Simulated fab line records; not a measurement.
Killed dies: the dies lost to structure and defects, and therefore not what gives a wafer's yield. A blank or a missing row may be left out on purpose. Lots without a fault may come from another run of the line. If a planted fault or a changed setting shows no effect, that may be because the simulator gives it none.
fab line records	flow nandHarc
[record] lots = 14	wafers = 42	lastDay = 24
route steps=1159 shown P_ZERO_WELL@19 P_STI@85 END@1159
lots untouched by any fault: they come from a run of this same line in which no faults occurred
startH: the number of hours between the record's first day and the start of the first shown wafer of the lot	waitH: time in hours since the lot's previous step	" unchanged from the row above	L1.1+2: several wafers, shown together as one row	- no value, or no start given	* or withheld: withheld	< > ~ a bound
route shown NAME@n: NAME is a module with steps in the file, n the number in the route of the first one	usual: average and standard deviation across the fault-free wafers	same: alike in all rows	chamber/n: place in a boat	sites: each site's reading	_std_site: how widely they spread, as a standard deviation	_edge_site: inner sites' mean taken away from outer sites' mean	radiusMm: for every site, how far away it sits from the centre of the wafer	mask NAME#n: copy n	behind: tool/chamber where the wafer was last shaped	hold: the reason the lot was held/the length of the hold in hours/how it ended	device: whichever transistor did not switch (one of n, p or np)	end of line: the tests these same wafers got at the end of their route	step lacking rows: just its recipe	killed: dies lost to structure and defects at the first sort, not the wafer's yield	map: per-die view of a wafer (x killed, . not killed, _ where there is no die)
set.NAME: the setting that was run; set.NAME@STEP: the one run at that earlier step	model.NAME: the simulator's own value behind a step, which no gauge read
steps of the route over a sample of lots; a table a step, a row a wafer
services: the hour from which a tool's chamber was out of use, counted from the record's first day as startH (under 0 if before that day), plus the number of hours and why
[[steps]]
[step NHARC_P_ZERO_WELL_ETCH_63]
[recipe] targetDepthA = 1200	timeS = 40.1	hbrFlowSccm = 150	cl2FlowSccm = 50	rfW = 400	icpW = 400	biasW = 100	chemistry = HBr/Cl2
[usual] drypumpMotorCurrentA = 5.7/0.4	oesProductAu = 1.002/0.01	throttleValvePct = 26.407/0.0097
lot.wafer	tool	chamber	startH	waitH	drypumpMotorCurrentA	oesProductAu	rfHoursCounterH	throttleValvePct
L682.2	rieSi-05	2	13.67	-	5.7	1.018	0.9	26.402
L682.4	"	0	"	"	5.8	0.998	0.9	26.408
L682.6	"	1	"	"	5.8	0.986	-	26.396
L683.3	rieSi-05	3	19.69	-	5.4	1.020	0.9	26.392
L683.2	"	0	"	"	5.9	1.006	0.9	26.402
L683.5	"	1	"	"	5.8	0.992	-	26.389
L684.2	rieSi-05	1	25.54	-	5.8	0.988	1.1	26.404
L684.3	"	3	"	"	5.4	1.010	1.0	26.406
L684.6	"	2	"	"	5.7	1.009	-	26.393
L688.2	rieSi-06	3	49.53	-	5.5	1.009	0.3	26.428
L688.5	"	3	"	"	5.6	1.000	-	26.405
L688.6	"	0	"	"	6.3	0.997	-	26.397
L689.4	rieSi-06	1	55.56	-	4.7	0.991	0.3	26.401
L689.2	"	2	"	"	5.5	1.010	0.1	26.413
L689.6	"	0	"	"	6.4	1.005	-	26.397
L690.3	rieSi-06	3	61.66	-	5.6	1.016	0.5	26.420
L690.2	"	1	"	"	4.7	0.997	0.4	26.400
L690.6	"	2	"	"	5.5	1.002	-	26.411
L691.2	rieSi-01	2	67.67	-	5.6	1.013	1.2	26.414
L691.3	"	0	"	"	5.3	0.992	1.2	26.429
L691.1	"	1	"	"	6.6	1.029	1.2	26.398
L699.2	rieSi-01	3	115.66	-	5.6	1.018	0.9	26.403
L699.3	"	2	"	"	5.6	1.011	1.5	26.405
L699.6	"	0	"	"	5.4	0.984	-	26.415
L700.2	rieSi-01	0	121.65	-	5.4	0.997	1.6	26.401
L700.3	"	2	"	"	5.6	1.007	1.6	26.410
L700.6	"	0	"	"	5.4	0.988	-	26.404
L701.3	rieSi-05	3	127.65	-	5.4	1.014	0.5	26.403
L701.2	"	0	"	"	5.9	0.997	0.6	26.409
L701.5	"	3	"	"	5.4	1.001	-	26.406
L702.3	rieSi-05	0	133.68	-	5.9	0.995	0.7	26.387
L702.4	"	3	"	"	5.4	1.012	-	26.401
L702.5	"	0	"	"	5.8	1.015	-	26.404
L703.2	rieSi-01	1	139.66	-	6.6	0.991	0.0	26.427
L703.4	"	2	"	"	5.5	1.002	0.1	26.390
L703.1	"	0	"	"	5.4	1.001	0.0	26.402
L704.3	rieSi-01	0	145.69	-	5.4	0.986	0.1	26.412
L704.5	"	1	"	"	6.6	0.988	-	26.419
L704.6	"	2	"	"	5.6	0.981	-	26.409
L705.2	rieSi-01	0	151.67	-	5.4	1.005	0.1	26.410
L705.5	"	3	"	"	5.6	1.005	-	26.394
L705.6	"	0	"	"	5.4	0.983	-	26.413
[step NHARC_P_ZERO_WELL_INSPECT_43]
[usual] rawDefectCount = 14/7.1
lot.wafer	tool	chamber	startH	waitH	rawDefectCount
L682.2	defectInspect-01	-	19.47	0.5	12
L682.4	"	-	"	"	13
L682.6	"	-	"	"	16
L683.2	defectInspect-01	-	25.48	0.5	11
L683.3	"	-	"	"	12
L683.5	"	-	"	"	8
L684.2	defectInspect-01	-	31.47	0.5	23
L684.3	"	-	"	"	14
L684.6	"	-	"	"	13
L688.2	defectInspect-01	-	55.41	0.4	10
L688.5	"	-	"	"	16
L688.6	"	-	"	"	15
L689.2	defectInspect-01	-	61.44	0.5	9
L689.4	"	-	"	"	9
L689.6	"	-	"	"	19
L690.2	defectInspect-02	-	67.48	0.5	14
L690.3	"	-	"	"	13
L690.6	"	-	"	"	22
L691.1	defectInspect-01	-	73.72	0.6	29
L691.2	"	-	"	"	13
L691.3	"	-	"	"	16
L699.2	defectInspect-02	-	121.77	0.5	9
L699.3	"	-	"	"	15
L699.6	"	-	"	"	17
L700.2	defectInspect-01	-	127.55	0.5	6
L700.3	"	-	"	"	4
L700.6	"	-	"	"	10
L701.2	defectInspect-01	-	133.70	0.5	6
L701.3	"	-	"	"	9
L701.5	"	-	"	"	5
L702.3	defectInspect-02	-	139.63	0.4	10
L702.4	"	-	"	"	20
L702.5	"	-	"	"	6
L703.1	defectInspect-01	-	145.61	0.6	18
L703.2	"	-	"	"	10
L703.4	"	-	"	"	14
L704.3	defectInspect-02	-	151.60	0.4	6
L704.5	"	-	"	"	19
L704.6	"	-	"	"	9
L705.2	defectInspect-02	-	157.47	0.5	20
L705.5	"	-	"	"	12
L705.6	"	-	"	"	15
[step NHARC_P_STI_INSPECT_11]
[usual] rawDefectCount = 5.6/2.7
lot.wafer	tool	chamber	startH	waitH	rawDefectCount
L682.2	defectInspect-01	-	34.91	0.0	3
L682.4	"	-	"	"	5
L682.6	"	-	"	"	4
L684.2	defectInspect-02	-	46.09	0.0	8
L684.3	"	-	"	"	6
L684.6	"	-	"	"	5
L683.2	defectInspect-02	-	46.25	0.0	4
L683.3	"	-	"	"	5
L683.5	"	-	"	"	2
L688.2	defectInspect-01	-	67.66	0.0	6
L688.5	"	-	"	"	7
L688.6	"	-	"	"	3
L689.2	defectInspect-02	-	76.73	0.0	6
L689.4	"	-	"	"	2
L689.6	"	-	"	"	6
L690.2	defectInspect-02	-	82.83	0.0	4
L690.3	"	-	"	"	6
L690.6	"	-	"	"	2
L691.1	defectInspect-01	-	89.27	0.0	7
L691.2	"	-	"	"	6
L691.3	"	-	"	"	7
L700.2	defectInspect-02	-	139.84	0.0	7
L700.3	"	-	"	"	1
L700.6	"	-	"	"	6
L699.2	defectInspect-01	-	139.99	0.0	5
L699.3	"	-	"	"	3
L699.6	"	-	"	"	8
L701.2	defectInspect-02	-	149.20	0.0	4
L701.3	"	-	"	"	1
L701.5	"	-	"	"	3
L702.3	defectInspect-01	-	155.08	0.0	3
L702.4	"	-	"	"	3
L702.5	"	-	"	"	5
L703.1	defectInspect-02	-	161.23	0.0	8
L703.2	"	-	"	"	2
L703.4	"	-	"	"	7
L704.3	defectInspect-01	-	167.60	0.0	4
L704.5	"	-	"	"	1
L704.6	"	-	"	"	3
L705.2	defectInspect-02	-	174.46	0.0	2
L705.5	"	-	"	"	4
L705.6	"	-	"	"	3
[step NHARC_P_STI_CMP_21]
[recipe] tOverpolishS = 20	targetThkNm = 380.67
[usual] edgeZonePressureFrac = 1.001/0.0047	motorCurrentA = 12.0/1.2	overpolishRunS = 20.000/0.01	padLifeWafers = 240/130
lot.wafer	tool	chamber	startH	waitH	edgeZonePressureFrac	motorCurrentA	overpolishRunS	padLifeWafers
L682.4	cmp-02	2	55.01	0.4	0.999	13.4	19.997	144
L682.2	"	1	"	"	1.005	11.4	20.005	147
L682.6	"	2	"	"	0.992	13.1	20.008	-
L683.3	cmp-04	0	65.73	0.4	1.005	12.5	19.996	228
L683.2	"	1	"	"	1.004	11.7	19.976	229
L683.5	"	1	"	"	1.007	11.8	19.999	-
L684.2	cmp-03	2	65.78	0.4	0.994	14.6	20.005	14
L684.3	"	3	"	"	1.002	12.6	20.018	15
L684.6	"	0	"	"	1.002	14.6	20.005	-
L688.2	cmp-04	0	87.57	0.4	1.000	12.5	19.983	324
L688.6	"	0	"	"	1.000	11.5	19.990	-
L688.5	"	1	"	"	1.001	10.6	20.009	-
L689.2	cmp-04	3	96.14	0.4	-	-	-	-
L689.4	"	0	"	"	-	-	-	-
L689.6	"	3	"	"	-	-	-	-
L690.3	cmp-03	2	104.79	0.4	-	-	-	-
L690.2	"	0	"	"	-	-	-	-
L690.6	"	1	"	"	-	-	-	-
L691.3	cmp-03	0	109.68	0.4	-	-	-	-
L691.2	"	1	"	"	-	-	-	-
L691.1	"	2	"	"	-	-	-	-
L699.3	cmp-02	2	158.93	0.4	1.008	13.1	19.992	181
L699.2	"	0	"	"	1.007	10.1	20.003	183
L699.6	"	1	"	"	1.005	10.1	20.009	-
L700.3	cmp-04	0	158.93	0.4	1.000	12.2	20.002	271
L700.2	"	1	"	"	0.994	11.5	19.996	272
L700.6	"	3	"	"	0.993	12.0	20.007	-
L701.3	cmp-02	0	169.32	0.4	1.005	10.4	20.004	223
L701.2	"	2	"	"	1.002	13.6	19.998	225
L701.5	"	0	"	"	0.997	9.6	20.012	-
L702.3	cmp-04	2	175.85	0.4	0.999	11.0	20.002	342
L702.4	"	3	"	"	1.002	12.3	19.990	343
L702.5	"	3	"	"	0.998	13.0	20.012	-
L703.1	cmp-04	1	184.79	0.4	0.997	11.2	20.027	391
L703.4	"	2	"	"	1.005	10.1	19.997	392
L703.2	"	3	"	"	1.007	12.6	19.983	393
L704.3	cmp-04	2	189.39	0.4	1.009	10.5	19.992	421
L704.6	"	1	"	"	1.005	11.9	20.002	-
L704.5	"	2	"	"	1.008	10.9	19.994	-
L705.2	cmp-02	1	198.34	0.4	1.006	11.1	19.994	369
L705.6	"	2	"	"	1.005	13.1	20.014	-
L705.5	"	3	"	"	0.997	10.9	20.002	-
[step NHARC_END_SORT_01]
[recipe] tempC = 25
[usual] killedAtArray = 21/8.9	killedAtOther = 0.8/1.3	killedAtPeriphery = 3.6/2.4	killedDies = 26/8.9	killedOpen = 3.1/1.8	killedShort = 1.9/1.3
[same] grossDies = 677
lot.wafer	tool	chamber	startH	waitH	killedAtArray	killedAtOther	killedAtPeriphery	killedDies	killedOpen	killedShort
L689.2	prober-01	0	485.79	2.8	10	5	662	677	4	1
L689.4	prober-01	0	487.39	3.4	16	2	659	677	4	2
L689.6	prober-01	0	488.99	4.0	13	1	663	677	2	0
L690.2	prober-02	0	485.81	2.8	47	1	629	677	11	5
L690.3	prober-02	0	486.60	3.1	37	0	640	677	3	3
L690.6	prober-02	0	488.98	4.0	35	1	641	677	4	0
L691.1	prober-01	0	493.77	2.5	31	5	641	677	2	2
L691.2	prober-01	0	494.58	2.8	28	0	649	677	2	0
L691.3	prober-01	0	495.39	3.1	32	3	642	677	4	3
// killed by level:class
L689.2 P_STI:areaCmp=659 THIN_TSV:chamberFilmFlake=5 A_CHANNEL_HOLE_D1:chamberFilmFlake=2 A_STAIRCASE:chamberFilmFlake=2 A_WL_FILL:chamberFilmFlake=2 P_GATE:geometricParticle:open=1 P_CONTACT:geometricParticle:open=1 P_CONTACT:geometricParticle:short=1
L690.2 P_STI:areaCmp=619 A_CHANNEL_HOLE_D1:chamberFilmFlake=17 A_SLIT:chamberFilmFlake=11 P_M0:chamberFilmFlake=4 A_CHANNEL_FILL_D1:geometricParticle:open=3 P_GATE:chamberFilmFlake=3 A_ZERO_WELL:chamberFilmFlake=3 P_M2:geometricParticle:open=2
L690.3 P_STI:areaCmp=631 A_CHANNEL_HOLE_D1:chamberFilmFlake=20 P_M0:chamberFilmFlake=6 A_SLIT:chamberFilmFlake=5 A_M0:chamberFilmFlake=3 P_GATE:chamberFilmFlake=2 A_CONTACT:chamberFilmFlake=2 P_M0:geometricParticle:short=1
L689.4 P_STI:areaCmp=658 A_STAIRCASE:chamberFilmFlake=5 A_CHANNEL_HOLE_D1:chamberFilmFlake=2 A_SLIT:chamberFilmFlake=2 THIN_TSV:chamberFilmFlake=2 P_CONTACT:geometricParticle:short=1 A_ONON_D1:geometricParticle:open=1 A_CHANNEL_FILL_D1:geometricParticle:open=1
L690.6 P_STI:areaCmp=635 A_CHANNEL_HOLE_D1:chamberFilmFlake=11 A_SLIT:chamberFilmFlake=10 A_CONTACT:chamberFilmFlake=5 A_M0:chamberFilmFlake=5 P_M0:chamberFilmFlake=4 A_M0:geometricParticle:open=2 P_GATE:geometricParticle:open=1
L689.6 P_STI:areaCmp=662 A_CHANNEL_HOLE_D1:chamberFilmFlake=3 A_STAIRCASE:chamberFilmFlake=3 A_SLIT:chamberFilmFlake=3 A_CONTACT:chamberFilmFlake=2 P_GATE:geometricParticle:open=1 A_CONTACT:geometricParticle:open=1 A_WL_FILL:chamberFilmFlake=1
L691.1 P_STI:areaCmp=640 A_CHANNEL_HOLE_D1:chamberFilmFlake=19 A_SLIT:chamberFilmFlake=5 THIN_TSV:chamberFilmFlake=5 A_CONTACT:chamberFilmFlake=2 P_GATE:geometricParticle:open=1 A_ONON_D1:geometricParticle:open=1 A_CHANNEL_HOLE_D1:geometricParticle:short=1
L691.2 P_STI:areaCmp=647 A_CHANNEL_HOLE_D1:chamberFilmFlake=12 A_SLIT:chamberFilmFlake=11 P_M1:chamberFilmFlake=2 A_WL_FILL:chamberFilmFlake=2 A_CONTACT:geometricParticle:open=1 A_M0:geometricParticle:open=1 A_STAIRCASE:chamberFilmFlake=1
L691.3 P_STI:areaCmp=639 A_CHANNEL_HOLE_D1:chamberFilmFlake=16 A_SLIT:chamberFilmFlake=7 THIN_TSV:chamberFilmFlake=3 A_WL_FILL:geometricParticle:short=2 P_M0:geometricParticle:open=1 A_ONON_D1:geometricParticle:open=1 A_WL_FILL:geometricParticle:open=1
[[services]]
tool	chamber	startH	hours	kind
cmp-02	-	-5.34	2.1	repair
cmp-04	-	3.70	0.5	repair
rieSi-06	-	6.00	9.0	pm
cmp-04	-	7.00	4.0	pm
rieSi-06	2	20.80	16.7	repair
cmp-03	-	29.98	0.5	repair
cmp-02	-	30.50	4.0	pm
rieSi-01	3	33.88	5.4	repair
cmp-04	-	40.91	5.3	repair
rieSi-01	-	44.56	0.5	repair
rieSi-05	1	45.25	69.4	repair
cmp-03	-	58.00	4.0	pm
rieSi-05	-	62.00	9.0	pm
cmp-02	-	64.40	2.5	repair
cmp-02	-	98.02	12.2	repair
rieSi-06	3	104.60	3.4	repair
cmp-04	-	105.00	4.0	pm
rieSi-01	-	127.00	9.0	pm
cmp-02	-	128.50	4.0	pm
rieSi-05	1	132.91	21.4	repair
cmp-03	-	156.00	4.0	pm
rieSi-05	1	156.65	5.6	repair
cmp-02	-	167.06	1.8	repair
rieSi-06	-	183.00	9.0	pm
[[key]]
[firstSign] step = NHARC_P_STI_CMP_21	reading = toolRecord	direction = missing
[effect] step = NHARC_END_SORT_01	reading = killedAtPeriphery	direction = up	sigmas = 99+	usual = 3.6	struck = 647.3
[moreKillsBornAt] NHARC_P_STI_CMP_21@cmp-03 = 3811	NHARC_P_STI_CMP_21@cmp-04 = 1979
metAt NHARC_P_STI_CMP_21
struckLots L689,L690,L691
laterRowsLeftOut L689.2,L689.4,L689.6,L690.2,L690.3,L690.6,L691.1,L691.2,L691.3
testerLeftOut L689,L690,L691
notActingAt NHARC_P_ZERO_WELL_ETCH_63,NHARC_P_ZERO_WELL_INSPECT_43,NHARC_P_STI_INSPECT_11
onsetBetween 87.57 96.14
[fault] kind = skippedStepWhole	tool = cmp-03,cmp-04	chamber = -	onsetH = 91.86	steps = NHARC_P_STI_CMP_21	scope = struckLotsOnly
// testerLeftOut: of these lots the tester's yield and bins aren't shown, on N5 and GAA mostly nor the transistor test; their killed dies are dies lost to structure and defects alone, not to doping, threshold or leakage, so they don't give the yield
// laterRowsLeftOut: the simulator's readings of these wafers behind a module that went badly wrong aren't trusted and aren't shown, but for the sort
